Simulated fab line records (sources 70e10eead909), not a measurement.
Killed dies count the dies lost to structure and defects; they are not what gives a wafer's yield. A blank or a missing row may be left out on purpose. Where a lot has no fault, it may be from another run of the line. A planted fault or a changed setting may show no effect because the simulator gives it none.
fab line records | flow nand_harc | part 1 of 2: steps 1 to 23 of 30
[record] lots = 5 | wafers = 15 | last_day = 23
route steps=1159 shown A_STAIRCASE@532
lots untouched by any fault: they come from a run of this same line in which no faults occurred
start_h: hours from the record's opening day to when the first of the lot's shown wafers began | wait_h: hours from the lot's prior step to this one | " unchanged from the row above | L1.1+2: several wafers, shown together as one row | - either no value or no given start | * or withheld: withheld | < > ~ a bound
route shown NAME@n: names a module that has steps shown in the file, with the first one's number in the route | usual: average and standard deviation across the fault-free wafers | same: alike in all rows | chamber/n: place in a boat | sites: the reading at each site | _std_site: how widely they spread, as a standard deviation | _edge_site: inner sites' mean taken away from outer sites' mean | radius_mm: for every site, how far away it sits from the centre of the wafer | mask NAME#n: copy n | behind: the tool/chamber that last shaped the wafer | hold: why the lot was held/for how many hours/how that ended | device: the n, p or np transistor that did not switch | end of line: the same wafers' tests at the end of the route | a step given without rows: its recipe and nothing more | killed: count of dies lost to structure and defects at first sort (not the wafer's yield) | map: a wafer's dies, marking killed ones x, the rest . and places with no die _
set.NAME: setting as actually run; set.NAME@STEP: the setting as run at that earlier step | model.NAME: the simulator's own value behind a step, which no gauge read
lots at selected steps of the route; one table per step, one row per wafer
services: when a tool's chamber went out of use (start_h, in hours from the record's first day, below 0 if earlier), for how many hours, and the reason
[[steps]]
[step NHARC_A_STAIRCASE_ETCH_170]
[recipe] target_depth_a = 2000 | time_s = 66.667 | ion_energy_ev = 250 | c4f6_flow_sccm = 25 | o2_flow_sccm = 20 | ar_flow_sccm = 500 | rf_w = 600 | bias_w = 500 | chemistry = C4F6/O2
[usual] drypump_motor_current_A = 5.8/0.45 | oes_product_au = 0.969/0.017 | rf_vpp_V = 547/4.2 | showerhead_plenum_p_Torr = 3.94/0.2 | throttle_valve_pct = 26.903/0.0092
lot.wafer | tool        | chamber | start_h | wait_h | drypump_motor_current_A | oes_product_au | rf_hours_counter_h | rf_vpp_V | showerhead_plenum_p_Torr | throttle_valve_pct
L082.2    | rie_diel-01 | 3       | -       | -      | 5.6                     | 0.979          | 50                 | 554      | 4.20                     | 26.907
L082.3    | "           | 0       | "       | "      | 5.7                     | 0.998          | 46                 | 542      | 3.69                     | 26.921
L082.6    | "           | 2       | "       | "      | 5.7                     | 0.974          | -                  | 543      | 3.71                     | 26.906
L084.4    | rie_diel-13 | 3       | -       | -      | 6.2                     | 0.986          | 5                  | 542      | 3.70                     | 26.907
L084.6    | "           | 2       | "       | "      | 6.0                     | 0.987          | -                  | 553      | 4.22                     | 26.893
L084.5    | "           | 3       | "       | "      | 6.2                     | 0.986          | -                  | 543      | 3.70                     | 26.921
L089.4    | rie_diel-12 | 3       | -       | -      | 6.2                     | 0.991          | 42                 | 552      | 4.08                     | 26.901
L089.2    | "           | 2       | "       | "      | 5.6                     | 0.979          | 30                 | 545      | 3.89                     | 26.899
L089.5    | "           | 3       | "       | "      | 6.2                     | 1.000          | -                  | 549      | 4.08                     | 26.905
L091.4    | rie_diel-13 | 2       | -       | -      | 6.0                     | 0.990          | 28                 | 552      | 4.21                     | 26.903
L091.1    | "           | 3       | "       | "      | 6.2                     | 0.960          | 27                 | 540      | 3.68                     | 26.895
L091.2    | "           | 1       | "       | "      | 6.2                     | 0.990          | 26                 | 549      | 4.04                     | 26.917
L095.1    | rie_diel-01 | 0       | -       | -      | 5.7                     | 0.977          | 10                 | 543      | 3.68                     | 26.903
L095.4    | "           | 3       | "       | "      | 5.6                     | 0.988          | 11                 | 552      | 4.18                     | 26.898
L095.5    | "           | 1       | "       | "      | 6.1                     | 0.970          | -                  | 549      | 4.06                     | 26.907
[step NHARC_A_STAIRCASE_STRIP_171]
[recipe] power_w = 1500 | temp_c = 250 | chemistry = O2
[usual] drypump_motor_current_A = 5.6/0.49 | heater_power_w = 355/41
lot.wafer | tool            | chamber | start_h | wait_h | drypump_motor_current_A | heater_power_w | rf_hours_counter_h
L082.2    | plasma_asher-01 | 0       | 273.04  | -      | 5.6                     | 335            | 56
L082.3    | "               | 1       | "       | "      | 5.0                     | 436            | -
L082.6    | "               | 0       | "       | "      | 5.7                     | 326            | -
L084.4    | plasma_asher-01 | 0       | 295.80  | -      | 5.6                     | 336            | -
L084.6    | "               | 1       | "       | "      | 5.0                     | 408            | -
L084.5    | "               | 0       | "       | "      | 5.7                     | 334            | -
L089.2    | plasma_asher-01 | 0       | 324.11  | -      | 5.7                     | 334            | 10
L089.4    | "               | 0       | "       | "      | 5.6                     | 323            | -
L089.5    | "               | 1       | "       | "      | 5.0                     | 409            | -
L091.2    | plasma_asher-02 | 0       | 353.57  | -      | 6.1                     | 321            | 56
L091.1    | "               | 1       | "       | "      | 6.2                     | 333            | 56
L091.4    | "               | 1       | "       | "      | 6.2                     | 338            | -
L095.1    | plasma_asher-01 | 1       | 353.80  | -      | 5.0                     | 399            | 18
L095.4    | "               | 1       | "       | "      | 5.0                     | 398            | -
L095.5    | "               | 1       | "       | "      | 5.0                     | 396            | -
[step NHARC_A_STAIRCASE_STRIP_172]
[recipe] time_s = 900 | temp_c = 130 | chemistry = SPM
lot.wafer  | tool         | chamber | start_h | wait_h
L082.3+2+6 | wet_bench-01 | 1,3,5   | 273.39  | 0.2
L084.6+5+4 | wet_bench-05 | 6,1,3   | 296.01  | 0.1
L089.4+5+2 | wet_bench-05 | 3,6,0   | 324.41  | 0.2
L091.2+4+1 | wet_bench-07 | 5,0,1   | 353.93  | 0.3
L095.1+5+4 | wet_bench-05 | 0,3,4   | 354.12  | 0.3
[step NHARC_A_STAIRCASE_PRECLEAN_173]
[recipe] time_s = * | temp_c = 50 | bath_age_min = 0 | chemistry = SC1
lot.wafer  | tool         | chamber | start_h | wait_h
L082.3+2+6 | wet_bench-01 | 1,3,5   | -       | -
L084.6+5+4 | wet_bench-05 | 6,1,3   | -       | -
L089.4+5+2 | wet_bench-05 | 3,6,0   | -       | -
L091.2+4+1 | wet_bench-07 | 5,0,1   | -       | -
L095.1+5+4 | wet_bench-05 | 0,3,4   | -       | -
[step NHARC_A_STAIRCASE_SRD_174]
lot.wafer  | tool         | chamber | start_h | wait_h
L082.3+2+6 | wet_bench-01 | 1,3,5   | -       | -
L084.6+5+4 | wet_bench-05 | 6,1,3   | -       | -
L089.4+5+2 | wet_bench-05 | 3,6,0   | -       | -
L091.2+4+1 | wet_bench-07 | 5,0,1   | -       | -
L095.1+5+4 | wet_bench-05 | 0,3,4   | -       | -
[step NHARC_A_STAIRCASE_DEHYDRATE_01]
[recipe] temp_c = 150 | time_s = 120
lot.wafer  | tool           | chamber | start_h | wait_h
L082.2+3+6 | litho_track-05 | 0       | 273.85  | -
L084.4+5+6 | litho_track-05 | 0       | 296.46  | -
L089.2+4+5 | litho_track-03 | 0       | 324.87  | -
L091.1+2+4 | litho_track-07 | 0       | 354.38  | -
L095.1+4+5 | litho_track-05 | 0       | 354.57  | -
[step NHARC_A_STAIRCASE_HMDS_02]
[recipe] time_s = 30
lot.wafer  | tool           | chamber | start_h | wait_h
L082.2+3+6 | litho_track-05 | 0       | -       | -
L084.4+5+6 | litho_track-05 | 0       | -       | -
L089.2+4+5 | litho_track-03 | 0       | -       | -
L091.1+2+4 | litho_track-07 | 0       | -       | -
L095.1+4+5 | litho_track-05 | 0       | -       | -
[step NHARC_A_STAIRCASE_COAT_03]
[recipe] spin_rpm = 1200
lot.wafer  | tool           | chamber | start_h | wait_h
L082.2+3+6 | litho_track-05 | 0       | -       | -
L084.4+5+6 | litho_track-05 | 0       | -       | -
L089.2+4+5 | litho_track-03 | 0       | -       | -
L091.1+2+4 | litho_track-07 | 0       | -       | -
L095.1+4+5 | litho_track-05 | 0       | -       | -
[step NHARC_A_STAIRCASE_SOFTBAKE_04]
[recipe] temp_c = 135 | time_s = 170
lot.wafer  | tool           | chamber | start_h | wait_h
L082.2+3+6 | litho_track-05 | 0       | -       | -
L084.4+5+6 | litho_track-05 | 0       | -       | -
L089.2+4+5 | litho_track-03 | 0       | -       | -
L091.1+2+4 | litho_track-07 | 0       | -       | -
L095.1+4+5 | litho_track-05 | 0       | -       | -
[step NHARC_A_STAIRCASE_EBR_05]
lot.wafer  | tool           | chamber | start_h | wait_h
L082.2+3+6 | litho_track-05 | 0       | -       | -
L084.4+5+6 | litho_track-05 | 0       | -       | -
L089.2+4+5 | litho_track-03 | 0       | -       | -
L091.1+2+4 | litho_track-07 | 0       | -       | -
L095.1+4+5 | litho_track-05 | 0       | -       | -
[step NHARC_A_STAIRCASE_EXPOSE_06]
[recipe] na = 0.5 | dose_mj = 25.43 | mask_id = STAIR
[usual] reticle_temp_C = 23.00/0.1
lot.wafer | tool           | chamber | start_h | wait_h | mask    | reticle_temp_C
L082.2    | krf_scanner-02 | 0       | 274.06  | -      | STAIR#0 | 23.10
L082.3    | "              | 0       | "       | "      | STAIR#0 | 23.02
L082.6    | "              | 0       | "       | "      | STAIR#0 | 23.10
L084.4    | krf_scanner-02 | 0       | 296.81  | -      | STAIR#0 | 23.00
L084.5    | "              | 0       | "       | "      | STAIR#0 | 22.83
L084.6    | "              | 0       | "       | "      | STAIR#0 | 23.10
L089.2    | krf_scanner-02 | 0       | 325.20  | -      | STAIR#0 | 22.96
L089.4    | "              | 0       | "       | "      | STAIR#0 | 22.91
L089.5    | "              | 0       | "       | "      | STAIR#0 | 23.02
L091.1    | krf_scanner-02 | 0       | 354.72  | -      | STAIR#0 | 22.92
L091.2    | "              | 0       | "       | "      | STAIR#0 | 22.97
L091.4    | "              | 0       | "       | "      | STAIR#0 | 23.07
L095.1    | krf_scanner-04 | 0       | 354.90  | -      | STAIR#0 | 23.05
L095.4    | "              | 0       | "       | "      | STAIR#0 | 23.06
L095.5    | "              | 0       | "       | "      | STAIR#0 | 23.09
[step NHARC_A_STAIRCASE_PEB_07]
[recipe] peb_temp_c = 115 | peb_time_s = 130
lot.wafer  | tool           | chamber | start_h | wait_h
L082.2+3+6 | litho_track-03 | 0       | 274.12  | 0.1
L084.4+5+6 | litho_track-03 | 0       | 296.86  | 0.0
L089.2+4+5 | litho_track-05 | 0       | 325.27  | 0.1
L091.1+2+4 | litho_track-07 | 0       | 354.78  | 0.1
L095.1+4+5 | litho_track-05 | 0       | 354.96  | 0.1
[step NHARC_A_STAIRCASE_DEVELOP_08]
[recipe] time_s = 140
lot.wafer  | tool           | chamber | start_h | wait_h
L082.2+3+6 | litho_track-03 | 0       | -       | -
L084.4+5+6 | litho_track-03 | 0       | -       | -
L089.2+4+5 | litho_track-05 | 0       | -       | -
L091.1+2+4 | litho_track-07 | 0       | -       | -
L095.1+4+5 | litho_track-05 | 0       | -       | -
[step NHARC_A_STAIRCASE_HARDBAKE_10]
[recipe] temp_c = 120 | time_s = 140
lot.wafer  | tool           | chamber | start_h | wait_h
L082.2+3+6 | litho_track-03 | 0       | 274.34  | -
L084.4+5+6 | litho_track-05 | 0       | 297.09  | -
L089.2+4+5 | litho_track-03 | 0       | 325.49  | -
L091.1+2+4 | litho_track-05 | 0       | 355.00  | -
L095.1+4+5 | litho_track-05 | 0       | 355.18  | -
[step NHARC_A_STAIRCASE_DESCUM_11]
[recipe] time_s = 3 | o2_flow_sccm = 200 | ar_flow_sccm = 0 | bias_power_w = 0 | chemistry = O2
[usual] drypump_motor_current_A = 5.8/0.37 | oes_product_au = 1.001/0.0069 | rf_vpp_V = 57.8/0.99 | showerhead_plenum_p_Torr = 1.92/0.11 | throttle_valve_pct = 11.311/0.0089
lot.wafer | tool        | chamber | start_h | wait_h | drypump_motor_current_A | oes_product_au | rf_hours_counter_h | rf_vpp_V | showerhead_plenum_p_Torr | throttle_valve_pct
L082.3    | rie_diel-13 | 2       | 274.45  | -      | 6.0                     | 1.013          | 60                 | 58.5     | 1.77                     | 11.296
L082.2    | "           | 3       | "       | "      | 6.1                     | 0.998          | 58                 | 56.4     | 1.79                     | 11.305
L082.6    | "           | 0       | "       | "      | 4.7                     | 0.998          | -                  | 57.9     | 2.02                     | 11.309
L084.4    | rie_diel-01 | 0       | 297.20  | -      | 5.7                     | 1.005          | 56                 | 57.0     | 1.79                     | 11.316
L084.6    | "           | 1       | "       | "      | 6.1                     | 1.001          | -                  | 56.8     | 1.99                     | 11.327
L084.5    | "           | 2       | "       | "      | 5.7                     | 0.999          | -                  | 57.3     | 1.80                     | 11.295
L089.2    | rie_diel-01 | 3       | 325.62  | -      | 5.6                     | 1.001          | 1                  | 57.9     | 2.05                     | 11.311
L089.4    | "           | 0       | "       | "      | 5.7                     | 1.012          | 1                  | 58.6     | 1.79                     | 11.307
L089.5    | "           | 3       | "       | "      | 5.6                     | 1.001          | -                  | 57.5     | 2.05                     | 11.310
L091.4    | rie_diel-01 | 0       | 355.09  | -      | 5.7                     | 0.996          | 10                 | 56.0     | 1.78                     | 11.298
L091.1    | "           | 2       | "       | "      | 5.7                     | 0.998          | 12                 | 57.6     | 1.79                     | 11.309
L091.2    | "           | 3       | "       | "      | 5.6                     | 1.001          | 11                 | 59.0     | 2.05                     | 11.303
L095.4    | rie_diel-01 | 0       | 355.27  | -      | 5.7                     | 1.015          | 11                 | 57.8     | 1.78                     | 11.317
L095.1    | "           | 1       | "       | "      | 6.1                     | 1.014          | 11                 | 58.4     | 1.99                     | 11.308
L095.5    | "           | 0       | "       | "      | 5.7                     | 1.016          | -                  | 57.2     | 1.78                     | 11.309
[step NHARC_A_STAIRCASE_TRIM_12]
[recipe] time_s = 211.2 | o2_flow_sccm = 500 | ar_flow_sccm = 0 | bias_w = 0 | chemistry = O2
[usual] drypump_motor_current_A = 5.8/0.33 | oes_product_au = 1.000/0.0069 | rf_vpp_V = 57.8/0.94 | showerhead_plenum_p_Torr = 3.52/0.19 | throttle_valve_pct = 17.036/0.0092
lot.wafer | tool        | chamber | start_h | wait_h | drypump_motor_current_A | oes_product_au | rf_hours_counter_h | rf_vpp_V | showerhead_plenum_p_Torr | throttle_valve_pct
L082.2    | rie_diel-13 | 2       | 274.52  | 0.1    | 6.0                     | 1.006          | 60                 | 58.2     | 3.28                     | 17.044
L082.3    | "           | 0       | "       | "      | 4.7                     | 1.006          | 60                 | 56.9     | 3.71                     | 17.027
L082.6    | "           | 2       | "       | "      | 6.0                     | 1.004          | -                  | 57.1     | 3.28                     | 17.033
L084.4    | rie_diel-01 | 2       | 297.28  | 0.1    | 5.7                     | 0.998          | 59                 | 56.8     | 3.33                     | 17.038
L084.5    | "           | 0       | "       | "      | 5.7                     | 1.009          | -                  | 56.5     | 3.31                     | 17.036
L084.6    | "           | 1       | "       | "      | 6.1                     | 0.998          | -                  | 58.5     | 3.67                     | 17.038
L089.2    | rie_diel-01 | 3       | 325.71  | 0.1    | 5.6                     | 0.999          | 1                  | 57.2     | 3.77                     | 17.038
L089.4    | "           | 1       | "       | "      | 6.1                     | 0.988          | 1                  | 58.9     | 3.66                     | 17.041
L089.5    | "           | 2       | "       | "      | 5.7                     | 0.987          | -                  | 57.3     | 3.32                     | 17.037
L091.1    | rie_diel-01 | 1       | 355.18  | 0.1    | 6.1                     | 0.992          | 11                 | 57.8     | 3.66                     | 17.041
L091.2    | "           | 3       | "       | "      | 5.6                     | 0.994          | 11                 | 58.6     | 3.76                     | 17.037
L091.4    | "           | 0       | "       | "      | 5.7                     | 0.997          | 11                 | 57.4     | 3.30                     | 17.036
L095.4    | rie_diel-01 | 3       | 355.36  | 0.1    | 5.6                     | 1.005          | 12                 | 56.2     | 3.76                     | 17.030
L095.1    | "           | 2       | "       | "      | 5.7                     | 0.995          | 12                 | 57.8     | 3.32                     | 17.044
L095.5    | "           | 0       | "       | "      | 5.7                     | 1.007          | -                  | 58.3     | 3.30                     | 17.042
[step NHARC_A_STAIRCASE_ETCH_13]
[recipe] target_depth_a = 1000 | time_s = 40.5 | ion_energy_ev = 400 | c4f8_flow_sccm = 20 | o2_flow_sccm = 10 | ar_flow_sccm = withheld | rf_w = 600 | bias_w = 1000 | chemistry = C4F8/O2
[usual] oes_product_au = 0.938/0.012 | rf_vpp_V = 896/7.1
lot.wafer | tool        | chamber | start_h | wait_h | oes_product_au | rf_hours_counter_h | rf_vpp_V
L082.3    | rie_diel-13 | 0       | -       | -      | 0.933          | 61                 | 903
L082.2    | "           | 2       | "       | "      | 0.932          | 60                 | 886
L082.6    | "           | 3       | "       | "      | 0.923          | -                  | 888
L084.4    | rie_diel-01 | 1       | -       | -      | 0.933          | 57                 | 900
L084.5    | "           | 1       | "       | "      | 0.923          | -                  | 902
L084.6    | "           | 2       | "       | "      | 0.913          | -                  | 889
L089.4    | rie_diel-01 | 0       | -       | -      | 0.955          | 1                  | 886
L089.2    | "           | 2       | "       | "      | 0.919          | 1                  | 891
L089.5    | "           | 3       | "       | "      | 0.934          | -                  | 905
L091.4    | rie_diel-01 | 3       | -       | -      | 0.948          | 12                 | 905
L091.2    | "           | 0       | "       | "      | 0.940          | 11                 | 887
L091.1    | "           | 1       | "       | "      | 0.934          | 11                 | 901
L095.4    | rie_diel-01 | 0       | -       | -      | 0.934          | 11                 | 887
L095.1    | "           | 1       | "       | "      | 0.934          | 11                 | 900
L095.5    | "           | 3       | "       | "      | 0.944          | -                  | 903
[step NHARC_A_STAIRCASE_TRIM_14]
[recipe] time_s = 211.2 | o2_flow_sccm = 500 | ar_flow_sccm = 0 | bias_w = 0 | chemistry = O2
[usual] drypump_motor_current_A = 5.8/0.36 | oes_product_au = 1.001/0.0074 | rf_vpp_V = 57.8/0.89 | showerhead_plenum_p_Torr = 3.53/0.19 | throttle_valve_pct = 17.035/0.0085
lot.wafer | tool        | chamber | start_h | wait_h | drypump_motor_current_A | oes_product_au | rf_hours_counter_h | rf_vpp_V | showerhead_plenum_p_Torr | throttle_valve_pct
L082.3    | rie_diel-13 | 1       | -       | -      | 6.2                     | 1.000          | 55                 | 58.4     | 3.65                     | 17.041
L082.2    | "           | 2       | "       | "      | 6.0                     | 0.997          | 60                 | 58.1     | 3.27                     | 17.041
L082.6    | "           | 2       | "       | "      | 6.0                     | 1.004          | -                  | 57.4     | 3.28                     | 17.048
L084.4    | rie_diel-01 | 1       | -       | -      | 6.1                     | 0.997          | 57                 | 57.8     | 3.67                     | 17.042
L084.5    | "           | 3       | "       | "      | 5.6                     | 0.987          | -                  | 57.9     | 3.77                     | 17.043
L084.6    | "           | 0       | "       | "      | 5.7                     | 1.018          | -                  | 57.8     | 3.31                     | 17.035
L089.4    | rie_diel-01 | 0       | -       | -      | 5.7                     | 1.010          | 1                  | 56.5     | 3.31                     | 17.035
L089.2    | "           | 1       | "       | "      | 6.1                     | 0.998          | 1                  | 58.4     | 3.66                     | 17.033
L089.5    | "           | 1       | "       | "      | 6.1                     | 0.991          | -                  | 58.7     | 3.66                     | 17.028
L091.1    | rie_diel-01 | 1       | -       | -      | 6.1                     | 0.998          | 11                 | 59.8     | 3.66                     | 17.021
L091.4    | "           | 3       | "       | "      | 5.6                     | 1.001          | 12                 | 58.8     | 3.76                     | 17.042
L091.2    | "           | 0       | "       | "      | 5.7                     | 1.001          | 11                 | 56.2     | 3.30                     | 17.023
L095.4    | rie_diel-01 | 2       | -       | -      | 5.7                     | 1.010          | 12                 | 58.0     | 3.32                     | 17.025
L095.1    | "           | 1       | "       | "      | 6.1                     | 1.006          | 11                 | 58.3     | 3.66                     | 17.030
L095.5    | "           | 3       | "       | "      | 5.6                     | 1.010          | -                  | 58.5     | 3.76                     | 17.027
[step NHARC_A_STAIRCASE_ETCH_15]
[recipe] target_depth_a = 1000 | time_s = 40.5 | ion_energy_ev = 400 | c4f8_flow_sccm = 20 | o2_flow_sccm = 10 | ar_flow_sccm = withheld | rf_w = 600 | bias_w = 1000 | chemistry = C4F8/O2
[usual] oes_product_au = 0.942/0.011 | rf_vpp_V = 896/7.1
lot.wafer | tool        | chamber | start_h | wait_h | oes_product_au | rf_hours_counter_h | rf_vpp_V
L082.3    | rie_diel-13 | 3       | -       | -      | 0.931          | 58                 | 889
L082.2    | "           | 1       | "       | "      | 0.930          | 55                 | 901
L082.6    | "           | 3       | "       | "      | 0.938          | -                  | 888
L084.4    | rie_diel-01 | 1       | -       | -      | 0.946          | 57                 | 902
L084.6    | "           | 3       | "       | "      | 0.932          | -                  | 904
L084.5    | "           | 0       | "       | "      | 0.950          | -                  | 889
L089.4    | rie_diel-01 | 2       | -       | -      | 0.930          | 1                  | 889
L089.2    | "           | 0       | "       | "      | 0.959          | 1                  | 887
L089.5    | "           | 1       | "       | "      | 0.931          | -                  | 900
L091.2    | rie_diel-01 | 3       | -       | -      | 0.947          | 12                 | 904
L091.4    | "           | 1       | "       | "      | 0.930          | 11                 | 902
L091.1    | "           | 2       | "       | "      | 0.932          | 12                 | 889
L095.1    | rie_diel-01 | 2       | -       | -      | 0.932          | 12                 | 889
L095.4    | "           | 1       | "       | "      | 0.934          | 11                 | 901
L095.5    | "           | 2       | "       | "      | 0.942          | -                  | 889
[step NHARC_A_STAIRCASE_TRIM_16]
[recipe] time_s = 211.2 | o2_flow_sccm = 500 | ar_flow_sccm = 0 | bias_w = 0 | chemistry = O2
[usual] drypump_motor_current_A = 5.8/0.36 | oes_product_au = 0.999/0.0077 | rf_vpp_V = 57.9/0.95 | showerhead_plenum_p_Torr = 3.54/0.19 | throttle_valve_pct = 17.036/0.0098
lot.wafer | tool        | chamber | start_h | wait_h | drypump_motor_current_A | oes_product_au | rf_hours_counter_h | rf_vpp_V | showerhead_plenum_p_Torr | throttle_valve_pct
L082.3    | rie_diel-13 | 2       | -       | -      | 6.0                     | 1.010          | 60                 | 55.4     | 3.27                     | 17.027
L082.2    | "           | 3       | "       | "      | 6.2                     | 0.991          | 58                 | 56.3     | 3.32                     | 17.025
L082.6    | "           | 1       | "       | "      | 6.2                     | 0.999          | -                  | 56.7     | 3.65                     | 17.035
L084.4    | rie_diel-01 | 1       | -       | -      | 6.1                     | 1.005          | 57                 | 58.3     | 3.67                     | 17.036
L084.6    | "           | 0       | "       | "      | 5.7                     | 1.010          | -                  | 58.2     | 3.31                     | 17.048
L084.5    | "           | 1       | "       | "      | 6.1                     | 1.004          | -                  | 58.5     | 3.67                     | 17.051
L089.2    | rie_diel-01 | 1       | -       | -      | 6.1                     | 0.988          | 1                  | 57.7     | 3.66                     | 17.048
L089.4    | "           | 2       | "       | "      | 5.7                     | 0.991          | 1                  | 56.8     | 3.32                     | 17.032
L089.5    | "           | 1       | "       | "      | 6.2                     | 1.003          | -                  | 58.4     | 3.66                     | 17.039
L091.1    | rie_diel-01 | 2       | -       | -      | 5.7                     | 1.006          | 12                 | 57.1     | 3.32                     | 17.037
L091.2    | "           | 3       | "       | "      | 5.6                     | 1.002          | 12                 | 56.8     | 3.76                     | 17.039
L091.4    | "           | 0       | "       | "      | 5.7                     | 1.005          | 11                 | 57.2     | 3.30                     | 17.038
L095.1    | rie_diel-01 | 2       | -       | -      | 5.7                     | 0.985          | 13                 | 57.2     | 3.32                     | 17.044
L095.4    | "           | 1       | "       | "      | 6.1                     | 0.992          | 12                 | 58.8     | 3.66                     | 17.032
L095.5    | "           | 3       | "       | "      | 5.6                     | 1.011          | -                  | 58.7     | 3.76                     | 17.050
[step NHARC_A_STAIRCASE_ETCH_17]
[recipe] target_depth_a = 1000 | time_s = 40.5 | ion_energy_ev = 400 | c4f8_flow_sccm = 20 | o2_flow_sccm = 10 | ar_flow_sccm = withheld | rf_w = 600 | bias_w = 1000 | chemistry = C4F8/O2
[usual] oes_product_au = 0.940/0.011 | rf_vpp_V = 896/7.1
lot.wafer | tool        | chamber | start_h | wait_h | oes_product_au | rf_hours_counter_h | rf_vpp_V
L082.3    | rie_diel-13 | 2       | -       | -      | 0.947          | 60                 | 886
L082.2    | "           | 3       | "       | "      | 0.942          | 58                 | 887
L082.6    | "           | 0       | "       | "      | 0.947          | -                  | 902
L084.4    | rie_diel-01 | 3       | -       | -      | 0.935          | 59                 | 907
L084.5    | "           | 2       | "       | "      | 0.941          | -                  | 889
L084.6    | "           | 3       | "       | "      | 0.940          | -                  | 905
L089.4    | rie_diel-01 | 1       | -       | -      | 0.932          | 1                  | 900
L089.2    | "           | 2       | "       | "      | 0.937          | 1                  | 890
L089.5    | "           | 1       | "       | "      | 0.936          | -                  | 900
L091.4    | rie_diel-01 | 2       | -       | -      | 0.927          | 13                 | 888
L091.1    | "           | 3       | "       | "      | 0.939          | 12                 | 903
L091.2    | "           | 0       | "       | "      | 0.949          | 11                 | 888
L095.4    | rie_diel-01 | 1       | -       | -      | 0.935          | 12                 | 901
L095.1    | "           | 2       | "       | "      | 0.930          | 13                 | 889
L095.5    | "           | 0       | "       | "      | 0.958          | -                  | 888
[step NHARC_A_STAIRCASE_TRIM_18]
[recipe] time_s = 211.2 | o2_flow_sccm = 500 | ar_flow_sccm = 0 | bias_w = 0 | chemistry = O2
[usual] drypump_motor_current_A = 5.8/0.35 | oes_product_au = 0.999/0.0077 | rf_vpp_V = 57.7/0.88 | showerhead_plenum_p_Torr = 3.53/0.2 | throttle_valve_pct = 17.035/0.0085
lot.wafer | tool        | chamber | start_h | wait_h | drypump_motor_current_A | oes_product_au | rf_hours_counter_h | rf_vpp_V | showerhead_plenum_p_Torr | throttle_valve_pct
L082.3    | rie_diel-13 | 2       | -       | -      | 6.0                     | 1.002          | 60                 | 57.2     | 3.28                     | 17.033
L082.2    | "           | 1       | "       | "      | 6.2                     | 1.003          | 56                 | 59.1     | 3.65                     | 17.031
L082.6    | "           | 3       | "       | "      | 6.2                     | 0.995          | -                  | 58.2     | 3.32                     | 17.033
L084.4    | rie_diel-01 | 1       | -       | -      | 6.1                     | 1.013          | 57                 | 57.2     | 3.67                     | 17.023
L084.5    | "           | 3       | "       | "      | 5.6                     | 1.002          | -                  | 58.5     | 3.77                     | 17.037
L084.6    | "           | 0       | "       | "      | 5.7                     | 1.004          | -                  | 59.0     | 3.31                     | 17.036
L089.2    | rie_diel-01 | 0       | -       | -      | 5.8                     | 1.002          | 1                  | 57.7     | 3.31                     | 17.040
L089.4    | "           | 1       | "       | "      | 6.1                     | 0.994          | 1                  | 56.5     | 3.66                     | 17.039
L089.5    | "           | 3       | "       | "      | 5.6                     | 0.995          | -                  | 58.9     | 3.77                     | 17.042
L091.2    | rie_diel-01 | 2       | -       | -      | 5.7                     | 0.989          | 13                 | 56.6     | 3.32                     | 17.035
L091.4    | "           | 3       | "       | "      | 5.5                     | 0.998          | 12                 | 57.4     | 3.76                     | 17.054
L091.1    | "           | 0       | "       | "      | 5.7                     | 1.000          | 11                 | 56.9     | 3.30                     | 17.035
L095.4    | rie_diel-01 | 2       | -       | -      | 5.7                     | 0.989          | 13                 | 56.9     | 3.32                     | 17.036
L095.1    | "           | 3       | "       | "      | 5.6                     | 1.014          | 12                 | 58.9     | 3.76                     | 17.020
L095.5    | "           | 2       | "       | "      | 5.7                     | 0.999          | -                  | 57.6     | 3.32                     | 17.049
[step NHARC_A_STAIRCASE_ETCH_19]
[recipe] target_depth_a = 1000 | time_s = 40.5 | ion_energy_ev = 400 | c4f8_flow_sccm = 20 | o2_flow_sccm = 10 | ar_flow_sccm = withheld | rf_w = 600 | bias_w = 1000 | chemistry = C4F8/O2
[usual] oes_product_au = 0.941/0.0098 | rf_vpp_V = 896/7.1
lot.wafer | tool        | chamber | start_h | wait_h | oes_product_au | rf_hours_counter_h | rf_vpp_V
L082.3    | rie_diel-13 | 1       | -       | -      | 0.934          | 56                 | 899
L082.2    | "           | 2       | "       | "      | 0.951          | 61                 | 887
L082.6    | "           | 1       | "       | "      | 0.941          | -                  | 900
L084.4    | rie_diel-01 | 2       | -       | -      | 0.948          | 59                 | 887
L084.6    | "           | 2       | "       | "      | 0.948          | -                  | 890
L084.5    | "           | 3       | "       | "      | 0.951          | -                  | 905
L089.2    | rie_diel-01 | 3       | -       | -      | 0.936          | 2                  | 905
L089.4    | "           | 1       | "       | "      | 0.933          | 1                  | 901
L089.5    | "           | 3       | "       | "      | 0.938          | -                  | 904
L091.4    | rie_diel-01 | 1       | -       | -      | 0.922          | 12                 | 902
L091.2    | "           | 2       | "       | "      | 0.929          | 13                 | 888
L091.1    | "           | 3       | "       | "      | 0.943          | 12                 | 904
L095.1    | rie_diel-01 | 2       | -       | -      | 0.938          | 13                 | 889
L095.4    | "           | 1       | "       | "      | 0.961          | 12                 | 899
L095.5    | "           | 2       | "       | "      | 0.941          | -                  | 888
